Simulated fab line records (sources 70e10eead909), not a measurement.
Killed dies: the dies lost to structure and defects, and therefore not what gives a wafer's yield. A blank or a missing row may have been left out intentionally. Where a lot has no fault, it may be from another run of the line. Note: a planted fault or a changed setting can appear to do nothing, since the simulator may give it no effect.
fab line records | flow nand_harc
[record] lots = 7 wafers = 21 last_day = 24
route steps=1159 shown A_BLC@989 A_M0@994
lots that met no fault: from a run of the same line without faults
start_h: start of the lot's first displayed wafer, in hours after the record's first day | wait_h: hours from the lot's prior step to this one | " same as the row above | L1.1+2: several wafers, shown together as one row | - either no value or no given start | * or withheld: withheld | < > ~ a bound
route shown NAME@n: NAME is a module with steps in the file, n the number in the route of the first one | usual: the fault-free wafers' mean and standard deviation | same: alike in all rows | chamber/n: place in a boat | sites: per-site readings | _std_site: how widely they spread, as a standard deviation | _edge_site: inner sites' mean taken away from outer sites' mean | radius_mm: for every site, how far away it sits from the centre of the wafer | mask NAME#n: copy n | behind: tool/chamber where the wafer was last shaped | hold: the reason the lot was held/the length of the hold in hours/how it ended | device: which transistor (n, p or np) failed to switch | end of line: the same wafers' tests at the end of the route | step lacking rows: just its recipe | killed: dies that structure and defects cost at the first sort, which is not the same as the wafer's yield | map: a wafer's dies, marking killed ones x, the rest . and places with no die _
set.NAME: setting as actually run; set.NAME@STEP: the setting as run at that earlier step | model.NAME: the simulator's own value behind a step, which no gauge read
lots at selected steps of the route; one table per step, one row per wafer
services: from which hour (start_h, from the record's first day; less than 0 if before it) a tool's chamber was out of use, for how many hours, and why
[[steps]]
[step NHARC_A_BLC_CVD_24]
[recipe] target_thk_a = 1500 temp_c = 300 pressure_torr = 40 wf6_flow_sccm = 40 h2_flow_sccm = 1600 ar_flow_sccm = 1560 time_s = 434 material = W
[usual] heater_power_w = 467/24 mfc_wf6_sccm = 39.99/0.12 throttle_valve_pct = 7.96/0.24
// columns lot.wafer tool chamber start_h wait_h heater_power_w mfc_wf6_sccm throttle_valve_pct
L128.4 cvd_w-02 0 - - 440 39.85 7.55
L128.3 " 1 " " 427 40.00 7.58
L128.5 " 0 " " 444 39.90 7.67
L129.3 cvd_w-02 1 - - 431 40.03 7.79
L129.4 " 0 " " 446 40.09 7.61
L129.6 " 0 " " 444 40.10 7.70
L136.1 cvd_w-01 1 - - 477 39.98 8.46
L136.2 " 0 " " 490 40.01 7.98
L136.4 " 0 " " 497 40.11 8.27
L139.2 cvd_w-01 1 - - 474 40.18 8.29
L139.3 " 0 " " 499 39.97 7.89
L139.6 " 1 " " 478 40.08 8.00
L140.1 cvd_w-01 1 - - 482 40.26 8.19
L140.3 " 1 " " 474 40.02 8.18
L140.6 " 0 " " 499 40.07 7.88
L145.2 cvd_w-01 0 - - 485 39.86 7.93
L145.5 " 0 " " 481 39.93 8.21
L145.6 " 0 " " 474 40.08 8.05
L148.1 cvd_w-01 0 - - 480 39.96 8.19
L148.3 " 0 " " 467 39.83 7.97
L148.4 " 0 " " 489 40.01 8.18
[step NHARC_A_BLC_CMP_25]
[recipe] t_overpolish_s = 30 target_thk_nm = 150
[usual] motor_current_A = 12.0/1.5 overpolish_run_s = 30.000/0.0091 retaining_ring_pressure_frac = 1.000/0.0046 slurry_filter_dp_kPa = 13.52/0.15 slurry_flow_ml_min = 150.0/0.43 time_to_endpoint_s = 30.5/2.2
// columns lot.wafer tool chamber start_h wait_h motor_current_A overpolish_run_s retaining_ring_pressure_frac slurry_filter_dp_kPa slurry_flow_ml_min time_to_endpoint_s
L128.3 cmp-02 3 401.33 0.2 10.3 30.001 1.000 13.61 150.0 29.7
L128.4 " 2 " " 11.2 29.994 1.000 13.62 150.1 30.5
L128.5 " 3 " " 10.7 29.999 1.001 13.78 149.5 31.6
L129.4 cmp-03 0 406.59 0.2 14.8 30.016 1.001 13.68 150.0 26.8
L129.3 " 2 " " 12.5 29.990 1.003 13.59 149.8 30.0
L129.6 " 0 " " 15.0 30.007 0.995 13.42 150.1 27.1
L136.4 cmp-02 2 453.99 0.4 11.2 30.001 0.997 13.17 148.7 29.0
L136.2 " 0 " " 9.9 30.024 1.001 13.81 150.2 29.5
L136.1 " 1 " " 14.6 29.998 0.997 13.60 149.3 29.4
L139.2 cmp-02 0 460.64 0.5 9.9 29.986 1.000 13.83 150.8 31.4
L139.3 " 3 " " 10.5 29.996 1.003 13.45 149.3 26.8
L139.6 " 0 " " 9.3 30.012 1.001 13.49 150.0 31.2
L140.1 cmp-01 2 466.11 0.4 11.1 30.000 0.997 13.62 149.6 30.3
L140.3 " 3 " " 10.8 30.007 0.995 13.41 150.2 29.7
L140.6 " 3 " " 10.7 29.995 1.002 13.46 150.2 27.3
L145.2 cmp-03 0 533.57 0.7 14.6 30.007 0.993 13.41 150.3 26.8
L145.5 " 1 " " 10.8 30.005 1.003 13.48 149.9 28.1
L145.6 " 2 " " 12.8 29.998 0.998 13.46 149.5 30.1
L148.4 cmp-03 0 535.46 0.4 14.8 29.990 0.998 13.67 149.9 27.8
L148.1 " 2 " " 12.8 30.003 0.999 13.42 150.3 28.9
L148.3 " 3 " " 12.1 29.997 1.002 13.62 148.9 26.0
[step NHARC_A_BLC_SRD_27]
[step NHARC_A_BLC_INSPECT_28]
[usual] raw_defect_count = 441/110
// columns lot.wafer tool chamber start_h wait_h raw_defect_count
L128.3 defect_inspect-01 - 401.74 0.1 374
L128.4 " - " " 365
L128.5 " - " " 456
L129.3 defect_inspect-02 - 406.99 0.1 672
L129.4 " - " " 524
L129.6 " - " " 523
L136.1 defect_inspect-02 - 454.39 0.1 320
L136.2 " - " " 337
L136.4 " - " " 542
L139.2 defect_inspect-01 - 461.04 0.1 532
L139.3 " - " " 399
L139.6 " - " " 605
L140.1 defect_inspect-02 - 466.51 0.1 492
L140.3 " - " " 434
L140.6 " - " " 403
L145.2 defect_inspect-02 - 533.91 0.1 432
L145.5 " - " " 402
L145.6 " - " " 476
L148.1 defect_inspect-01 - 535.87 0.1 275
L148.3 " - " " 597
L148.4 " - " " 501
[step NHARC_A_M0_DEP_00]
[recipe] target_thk_a = 1500 target_thk_nm = 150 temp_c = withheld pressure_torr = 5 flow_sccm = 200 rf_w = 600 material = SiOC
[step NHARC_A_M0_DEHYDRATE_01]
[recipe] temp_c = 150 time_s = 120
[step NHARC_A_M0_HMDS_02]
[recipe] time_s = 30
[step NHARC_A_M0_COAT_33]
[recipe] temp_c = 200 time_s = 65
[step NHARC_A_M0_COAT_03]
[recipe] spin_rpm = 1500 resist_thk_nm = 90
[step NHARC_A_M0_SOFTBAKE_04]
[recipe] temp_c = 105 time_s = 55
[step NHARC_A_M0_EBR_05]
[step NHARC_A_M0_EXPOSE_06]
[recipe] na = 1.35 target_cd_nm = 80 dose_mj = 83.25 mask_id = A_M0
[usual] exposure_dose_mJ_cm2 = 83.23/0.082
// columns lot.wafer tool chamber start_h wait_h mask exposure_dose_mJ_cm2
L128.3 arfi_scanner-02 0 402.51 - A_M0#0 83.17
L128.4 " 0 " " A_M0#0 83.25
L128.5 " 0 " " A_M0#0 83.21
L129.3 arfi_scanner-01 0 407.76 - A_M0#0 83.20
L129.4 " 0 " " A_M0#0 83.29
L129.6 " 0 " " A_M0#0 83.26
L136.1 arfi_scanner-02 0 455.15 - A_M0#0 117.07
L136.2 " 0 " " A_M0#0 116.92
L136.4 " 0 " " A_M0#0 116.99
L139.2 arfi_scanner-02 0 461.81 - A_M0#0 110.17
L139.3 " 0 " " A_M0#0 110.26
L139.6 " 0 " " A_M0#0 110.11
L140.1 arfi_scanner-02 0 467.15 - A_M0#0 108.58
L140.3 " 0 " " A_M0#0 108.63
L140.6 " 0 " " A_M0#0 108.58
L145.2 arfi_scanner-03 0 534.68 - A_M0#0 83.24
L145.5 " 0 " " A_M0#0 83.21
L145.6 " 0 " " A_M0#0 83.34
L148.1 arfi_scanner-01 0 536.63 - A_M0#0 83.18
L148.3 " 0 " " A_M0#0 83.23
L148.4 " 0 " " A_M0#0 83.22
[step NHARC_A_M0_PEB_07]
[recipe] peb_temp_c = 100 peb_time_s = 65
[step NHARC_A_M0_DEVELOP_08]
[recipe] develop_time_s = 35 dev_temp_c = 23
[step NHARC_A_M0_CD_MEAS_09]
[recipe] target_cd_nm = 80 landing_energy_ev = 500
[usual] cd_nm = 80.0/0.6
// columns lot.wafer tool chamber start_h wait_h cd_nm
L128.3 cd_sem-02 0 402.65 - 79.8
L128.4 " 0 " " 79.4
L128.5 " 0 " " 79.3
L129.3 cd_sem-01 0 407.90 - 80.4
L129.4 " 0 " " 79.2
L129.6 " 0 " " 78.9
L136.1 cd_sem-01 0 455.28 - 102.1
L136.2 " 0 " " 101.3
L136.4 " 0 " " 102.0
L139.2 cd_sem-01 0 461.95 - 98.8
L139.3 " 0 " " 98.7
L139.6 " 0 " " 98.0
L140.1 cd_sem-02 0 467.29 - 97.0
L140.3 " 0 " " 96.4
L140.6 " 0 " " 97.6
L145.2 cd_sem-02 0 534.81 - 80.2
L145.5 " 0 " " 80.3
L145.6 " 0 " " 80.2
L148.1 cd_sem-02 0 536.77 - 80.0
L148.3 " 0 " " 80.8
L148.4 " 0 " " 80.2
[step NHARC_A_M0_OVL_MEAS_10]
[recipe] pitch_nm = 160
[usual] overlay_x_nm = 0.1/0.74 overlay_y_nm = 0.0/0.94
// columns lot.wafer tool chamber start_h wait_h overlay_x_nm overlay_y_nm
L128.3 overlay-02 - 402.73 - -0.1 -1.5
L128.4 " - " " -0.2 -1.1
L128.5 " - " " 0.4 -0.9
L129.3 overlay-02 - 407.98 - 0.4 -0.2
L129.4 " - " " 0.1 0.0
L129.6 " - " " -0.1 0.0
L136.1 overlay-01 - 455.37 - 1.4 0.7
L136.2 " - " " 0.8 -0.2
L136.4 " - " " 0.8 0.5
L139.2 overlay-02 - 462.03 - -0.3 2.0
L139.3 " - " " 0.3 1.5
L139.6 " - " " -0.4 1.5
L140.1 overlay-02 - 467.38 - 0.7 -1.8
L140.3 " - " " 0.1 -1.2
L140.6 " - " " 0.5 -1.9
L145.2 overlay-02 - 534.90 - 0.3 -0.5
L145.5 " - " " -0.1 -0.9
L145.6 " - " " 0.0 -1.3
L148.1 overlay-01 - 536.86 - 0.3 0.3
L148.3 " - " " 1.0 0.2
L148.4 " - " " 0.2 0.2
[step NHARC_A_M0_INSPECT_11]
[usual] raw_defect_count = 31/16
// columns lot.wafer tool chamber start_h wait_h raw_defect_count
L128.3 defect_inspect-01 - 402.77 0.0 33
L128.4 " - " " 30
L128.5 " - " " 32
L129.3 defect_inspect-02 - 408.02 0.0 37
L129.4 " - " " 32
L129.6 " - " " 31
L136.1 defect_inspect-01 - 455.41 0.0 11
L136.2 " - " " 15
L136.4 " - " " 18
L139.2 defect_inspect-02 - 462.07 0.0 14
L139.3 " - " " 8
L139.6 " - " " 11
L140.1 defect_inspect-02 - 467.41 0.0 59
L140.3 " - " " 44
L140.6 " - " " 52
L145.2 defect_inspect-01 - 534.94 0.0 22
L145.5 " - " " 16
L145.6 " - " " 16
L148.1 defect_inspect-01 - 536.89 0.0 47
L148.3 " - " " 40
L148.4 " - " " 44
[step NHARC_A_M0_DESCUM_14]
[recipe] time_s = 3 o2_flow_sccm = 200 ar_flow_sccm = 0 bias_power_w = 0 chemistry = O2
[usual] drypump_motor_current_A = 5.8/0.34 oes_product_au = 1.001/0.0076 rf_vpp_V = 57.8/0.83 showerhead_plenum_p_Torr = 1.91/0.064 throttle_valve_pct = 11.311/0.0095
// columns lot.wafer tool chamber start_h wait_h drypump_motor_current_A oes_product_au rf_hours_counter_h rf_vpp_V showerhead_plenum_p_Torr throttle_valve_pct model.A_M0.cd_nm
L128.4 rie_diel-08 2 402.83 0.1 5.8 1.013 6 58.0 2.05 11.323 79.6
L128.3 " 0 " " 5.7 0.997 6 57.6 1.88 11.298 79.38
L128.5 " 3 " " 5.7 1.006 - 57.1 1.84 11.296 79.41
L129.3 rie_diel-04 1 408.08 0.1 5.4 1.002 8 57.7 1.94 11.299 79.81
L129.4 " 2 " " 5.8 1.010 8 57.7 1.94 11.307 79.42
L129.6 " 1 " " 5.3 0.995 - 57.1 1.94 11.320 78.59
L136.4 rie_diel-05 0 455.47 0.1 6.0 0.988 6 57.7 1.96 11.318 102.1
L136.1 " 1 " " 5.8 1.000 7 58.6 1.85 11.315 101.8
L136.2 " 3 " " 6.4 0.993 5 57.7 1.92 11.312 101.4
L139.3 rie_diel-08 2 462.15 0.1 5.8 1.006 11 56.8 2.05 11.297 98.85
L139.2 " 3 " " 5.7 1.010 11 57.7 1.83 11.322 99.16
L139.6 " 1 " " 5.9 1.008 - 57.8 1.92 11.314 98.08
L140.1 rie_diel-08 2 467.48 0.1 5.8 0.997 12 56.9 2.05 11.302 96.92
L140.3 " 3 " " 5.7 1.012 11 56.6 1.83 11.322 97.06
L140.6 " 2 " " 5.8 0.996 - 58.5 2.05 11.308 97.49
L145.2 rie_diel-05 1 535.01 0.1 5.8 1.006 0 57.5 1.85 11.320 79.93
L145.5 " 0 " " 6.0 0.998 - 58.0 1.96 11.311 80.43
L145.6 " 1 " " 5.8 1.002 - 57.9 1.85 11.306 80.25
L148.1 rie_diel-08 3 536.97 0.1 5.7 1.014 2 56.9 1.83 11.292 80.37
L148.3 " 0 " " 5.7 0.998 3 57.9 1.88 11.315 80.69
L148.4 " 0 " " 5.7 1.003 - 57.4 1.88 11.307 80.23
[step NHARC_A_M0_ETCH_34]
[recipe] target_depth_a = 400 overetch_a = 120 time_s = 43.94 ion_energy_ev = 200 n2_flow_sccm = 150 h2_flow_sccm = 150 ar_flow_sccm = 0 rf_w = 400 bias_w = 150 chemistry = N2/H2
[usual] drypump_motor_current_A = 5.8/0.32 oes_product_au = 1.000/0.0064 rf_fwd_power_W = 395.6/1.5 rf_vpp_V = 430.4/2.1 showerhead_plenum_p_Torr = 2.04/0.072 throttle_valve_pct = 14.171/0.0091
// columns lot.wafer tool chamber start_h wait_h drypump_motor_current_A oes_product_au rf_fwd_power_W rf_hours_counter_h rf_vpp_V showerhead_plenum_p_Torr throttle_valve_pct
L128.4 rie_diel-08 2 402.92 0.1 5.8 0.997 394.5 6 436.1 2.19 14.171
L128.3 " 3 " " 5.7 0.996 398.2 6 427.9 1.95 14.174
L128.5 " 3 " " 5.7 0.999 397.3 - 428.8 1.96 14.185
L129.3 rie_diel-04 2 408.16 0.1 5.8 0.999 396.7 8 431.1 2.06 14.179
L129.4 " 3 " " 5.5 0.996 395.9 8 430.2 2.04 14.172
L129.6 " 3 " " 5.5 0.990 395.5 - 431.6 2.04 14.175
L136.1 rie_diel-05 0 455.56 0.1 6.0 0.989 393.5 6 432.1 2.09 14.159
L136.4 " 1 " " 5.8 0.999 395.7 7 430.0 1.97 14.182
L136.2 " 3 " " 6.4 1.000 393.9 5 430.9 2.05 14.181
L139.2 rie_diel-08 0 462.25 0.1 5.6 1.000 394.7 11 428.3 2.00 14.161
L139.3 " 1 " " 5.9 1.006 396.9 10 431.6 2.05 14.158
L139.6 " 0 " " 5.7 1.002 393.1 - 428.5 2.00 14.187
L140.1 rie_diel-08 0 467.57 0.1 5.7 0.991 394.7 11 430.2 2.00 14.175
L140.3 " 1 " " 5.9 1.007 394.6 11 430.1 2.05 14.183
L140.6 " 2 " " 5.8 0.997 394.9 - 435.1 2.19 14.180
L145.2 rie_diel-05 1 535.09 0.1 5.8 0.998 396.6 0 429.7 1.97 14.176
L145.5 " 3 " " 6.4 1.000 392.9 - 431.1 2.05 14.174
L145.6 " 0 " " 6.0 1.002 394.7 - 430.9 2.09 14.175
L148.3 rie_diel-08 3 537.06 0.1 5.7 1.008 396.5 2 427.7 1.95 14.173
L148.1 " 0 " " 5.7 0.998 394.1 3 430.3 2.00 14.166
L148.4 " 3 " " 5.7 1.006 397.0 - 427.2 1.95 14.170
[step NHARC_A_M0_ETCH_15]
[recipe] target_depth_a = 1500 overetch_a = 150 time_s = 82.5 c4f8_flow_sccm = withheld ar_flow_sccm = 400 rf_w = 600 bias_w = 300 chemistry = C4F8/Ar
[usual] oes_product_au = 0.943/0.023 rf_fwd_power_W = 595.8/2.1 rf_vpp_V = 440.9/2.2
// columns lot.wafer tool chamber start_h wait_h oes_product_au rf_fwd_power_W rf_hours_counter_h rf_vpp_V model.A_M0.cd_nm
L128.3 rie_diel-08 1 - - 0.974 594.3 6 441.9 79.42
L128.4 " 2 " " 0.945 594.2 6 444.9 79.37
L128.5 " 0 " " 0.989 594.5 - 439.9 79.73
L129.3 rie_diel-04 0 - - 0.930 598.1 8 440.9 79.78
L129.4 " 2 " " 0.925 599.6 8 441.8 79.14
L129.6 " 0 " " 0.931 593.9 - 441.9 78.42
L136.4 rie_diel-05 0 - - 0.925 594.7 6 442.4 101.8
L136.1 " 2 " " 0.932 597.4 6 439.3 101.3
L136.2 " 3 " " 0.918 594.8 5 440.4 101.3
L139.2 rie_diel-08 2 - - 0.936 595.6 11 444.9 98.94
L139.3 " 3 " " 0.940 592.2 11 439.1 98.7
L139.6 " 3 " " 0.923 592.3 - 437.2 97.79
L140.1 rie_diel-08 2 - - 0.923 595.8 12 445.4 96.63
L140.3 " 3 " " 0.934 597.2 11 439.4 97.13
L140.6 " 2 " " 0.932 596.3 - 445.4 97.5
L145.2 rie_diel-05 0 - - 0.962 595.9 1 442.0 79.83
L145.6 " 1 " " 0.965 595.5 - 440.1 80.52
L145.5 " 2 " " 0.983 594.7 - 438.2 80.77
L148.1 rie_diel-08 2 - - 0.939 597.7 3 444.1 80.24
L148.3 " 3 " " 0.937 594.5 2 437.4 80.43
L148.4 " 2 " " 0.939 600.8 - 445.0 79.86
[step NHARC_A_M0_CD_MEAS_16]
[usual] cd_nm = 79.8/0.72
// columns lot.wafer tool chamber start_h wait_h cd_nm
L128.3 cd_sem-02 - 403.14 - 79.2
L128.4 " - " " 79.1
L128.5 " - " " 79.5
L129.3 cd_sem-02 - 408.38 - 79.3
L129.4 " - " " 79.1
L129.6 " - " " 78.2
L136.1 cd_sem-02 - 455.77 - 100.9
L136.2 " - " " 101.3
L136.4 " - " " 102.0
L139.2 cd_sem-02 - 462.47 - 98.8
L139.3 " - " " 98.8
L139.6 " - " " 97.6
L140.1 cd_sem-02 - 467.78 - 96.7
L140.3 " - " " 97.2
L140.6 " - " " 97.6
L145.2 cd_sem-02 - 535.31 - 79.8
L145.5 " - " " 81.0
L145.6 " - " " 80.8
L148.1 cd_sem-01 - 537.30 - 80.1
L148.3 " - " " 80.5
L148.4 " - " " 80.1
[[services]]
// columns tool chamber start_h hours kind
cvd_w-02 - 382.82 13.0 pm
arfi_scanner-02 - 383.14 2.7 repair
arfi_scanner-01 - 383.59 1.3 repair
rie_diel-05 2 389.94 2.4 repair
arfi_scanner-01 - 400.11 2.2 repair
rie_diel-08 0 418.30 7.6 repair
arfi_scanner-01 - 419.02 2.9 repair
cmp-02 - 422.61 4.0 pm
rie_diel-08 3 429.89 6.7 repair
arfi_scanner-02 - 430.86 4.0 pm
cmp-03 - 450.01 4.0 pm
arfi_scanner-03 - 451.99 0.2 repair
cmp-02 - 455.61 1.2 repair
rie_diel-04 - 466.13 9.0 pm
cmp-03 - 473.17 1.1 repair
cvd_w-01 - 478.24 13.0 pm
rie_diel-08 - 478.80 9.0 pm
rie_diel-08 0 493.91 5.7 repair
arfi_scanner-02 - 506.08 0.2 repair
rie_diel-05 - 517.96 9.0 pm
cmp-02 - 520.61 4.0 pm
rie_diel-08 1 522.87 20.4 repair
arfi_scanner-01 - 529.67 0.6 repair
cvd_w-01 1 530.16 14.8 repair
[[key]]
[first_sign] step = NHARC_A_M0_EXPOSE_06 reading = exposure_dose_mJ_cm2 direction = up sigmas = 99+ usual = 83.23 struck = 111.92
[effect] step = NHARC_A_M0_CD_MEAS_09 reading = cd_nm direction = up sigmas = 32 usual = 80.0 struck = 99.1 through = control_loop
[effect] step = NHARC_A_M0_CD_MEAS_16 reading = cd_nm direction = up sigmas = 26 usual = 79.8 struck = 99.0 through = control_loop
[model_effect] step = NHARC_A_M0_DESCUM_14 value = A_M0.cd_nm without = 79.88 struck = 99.21
[model_effect] step = NHARC_A_M0_ETCH_15 value = A_M0.cd_nm without = 79.68 struck = 99.01
met_at NHARC_A_M0_EXPOSE_06
struck_wafers L136.1,L136.2,L136.4,L139.2,L139.3,L139.6,L140.1,L140.3,L140.6
later_rows_left_out L136.1,L136.2,L136.4,L139.2,L139.3,L139.6,L140.1,L140.3,L140.6
sort_left_out L136.1,L136.2,L136.4,L139.2,L139.3,L139.6,L140.1,L140.3,L140.6
[loop_trim] step = NHARC_A_M0_EXPOSE_06 setting = dose lots = L139,L140
onset_between 402.51 455.15
[fault] kind = process_parameter_drift tool = arfi_scanner-02 chamber = - onset_h = 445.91 steps = NHARC_A_M0_EXPOSE_06 channel = dose_mj offset = 33.731 shape = step acts_in = these_recipes_only stated = 83.25
// sort_left_out: the simulated sort isn't trusted on such a fault, so these wafers' sort isn't shown, and their yield isn't known
// later_rows_left_out: the simulator's readings of these wafers behind a module that went badly wrong aren't trusted and aren't shown, but for the sort
// loop_trim: a control loop set the setting to another value than it would have without faults
